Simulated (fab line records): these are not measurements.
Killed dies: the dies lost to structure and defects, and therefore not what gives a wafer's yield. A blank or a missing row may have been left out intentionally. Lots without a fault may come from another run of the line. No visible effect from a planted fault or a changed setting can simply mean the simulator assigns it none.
A struck lot beside a sound one	flow n5 finfet	15 out of 1938 route steps
Sound: the wafers L821.3, L821.4, L821.5. Struck: wafers L831.1, L831.5, L831.6. The cause comes at the end.
Order at every step that has rows: each side's tool, ch and its chambers, its first start. Under that, the readings that differ: sound wafers	struck wafers	difference of the means	sigmas: that difference in standard deviations of wafers without a fault.
alike: words and numbers the same on both sides, and readings whose means are apart by under 2 such deviations; not compared: readings that were withheld, readings missing a value for some wafer, numbers with overlapping values and no deviation given by the record, and bounds like >300 which may hide the same value.
Wherever a step has rows on one side only, a row that says differs or no value, or a row with sigmas, the two part there. Non-overlapping numbers with no deviation appear without sigmas and do not part them. Lack of a reading on every wafer of one side parts them only where that side has two or more wafers.

first, 2 steps without rows for these wafers: N5_BEOL_M4_SPUTTER_92 (material Cu, target thk 4.5 nm, time 8.29 s); N5_BEOL_M4_ANNEAL_93 (time 240 s).
N5_BEOL_M4_SPUTTER_94: material Cu, target thk 4.5 nm, time 8.29 s.
  sound: pvd sputter-01 at day 8 16:24; struck: pvd sputter-02 at day 11 18:34
  alike: chuck sensor temp C, throttle valve pct
N5_BEOL_M4_ANNEAL_95: time 240 s.
  sound: pvd sputter-01 at day 8 16:29; struck: pvd sputter-02 at day 11 18:38
  alike: heater power w
then, 3 steps without rows for these wafers: N5_BEOL_M4_SPUTTER_96 (material Cu, target thk 4.5 nm, time 8.29 s); N5_BEOL_M4_ECD_50 (material Cu, target thk 300 nm); N5_BEOL_M4_ANNEAL_51 (time 90 s).
N5_BEOL_M4_CMP_52: polishes, stops on SiOC, t overpolish 6.8 s, target thk 40 nm.
  sound on cmp-01 ch 0,2,3, day 8 17:11; struck on cmp-03 ch 1,2,3, day 11 19:24
  alike: barrier field endpoint s, motor current A, overpolish run s, time to endpoint s
N5_BEOL_M4_THK_MEAS_53: measures by xrf.
  sound: film metro-01 at day 8 17:25; struck: film metro-01 at day 11 19:35
  alike: M4_THK
N5_BEOL_M4_PRE_CLEAN_60: time 15 s.
  sound on cvd co-01 ch 0,1, day 8 17:27; struck on cvd co-02 ch 1,2, day 11 19:37
  alike: heater power w, rf fwd power W
N5_BEOL_M4_CO_CAP_55: material Co, precursor CCTBA/H2, target thk 2 nm, time 102.1 s.
  sound on cvd co-01 ch 0,1, day 8 17:29; struck on cvd co-02 ch 1,2, day 11 19:40
  alike: heater power w
then, 1 step without rows for these wafers: N5_BEOL_M4_PRE_CLEAN_56 (time 15 s).
N5_BEOL_M4_DEP_57: deposits SiCN from 3MS/NH3, target thk 8 nm, time 14 s.
  sound on pecvd-01 ch 1,2, day 8 17:36; struck on pecvd-01 ch 0,1,2, day 11 19:47
reading	sound	struck	difference	sigmas
rf fwd power W (W)	199.4 198.5 199.8	- - -	no value on the struck wafers	
model.SiCN_of_BEOL_M4_DEP_57.thk nm (nm)	7.8 8 8.2	7.4 7.4 7.4	-0.6	
  alike: showerhead plenum p Torr, throttle valve pct
N5_BEOL_M4_RS_MEAS_58: a four-point-probe measurement.
  sound: film metro-02 at day 8 17:40; struck: film metro-01 at day 11 19:50
  alike: M4_RS
N5_BEOL_M4_RC_MEAS_101:
  sound on prober-02 ch 0, day 8 18:02; struck on prober-01 ch 0, day 11 19:54
  alike: DIBL_N, DIBL_P, IOFF_N, IOFF_P, ION_N, ION_P, SS_N, SS_P, VT_N, VT_P

WHERE THEY PART
At N5_BEOL_M4_DEP_57 and nowhere else, as far as this record goes. Later steps at which nothing parts them and some readings are alike: N5_BEOL_M4_RS_MEAS_58, N5_BEOL_M4_RC_MEAS_101.

WHY: what the simulator had put in
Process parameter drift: pecvd-01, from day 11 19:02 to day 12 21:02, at N5_BEOL_M4_DEP_57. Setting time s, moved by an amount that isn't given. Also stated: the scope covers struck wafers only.
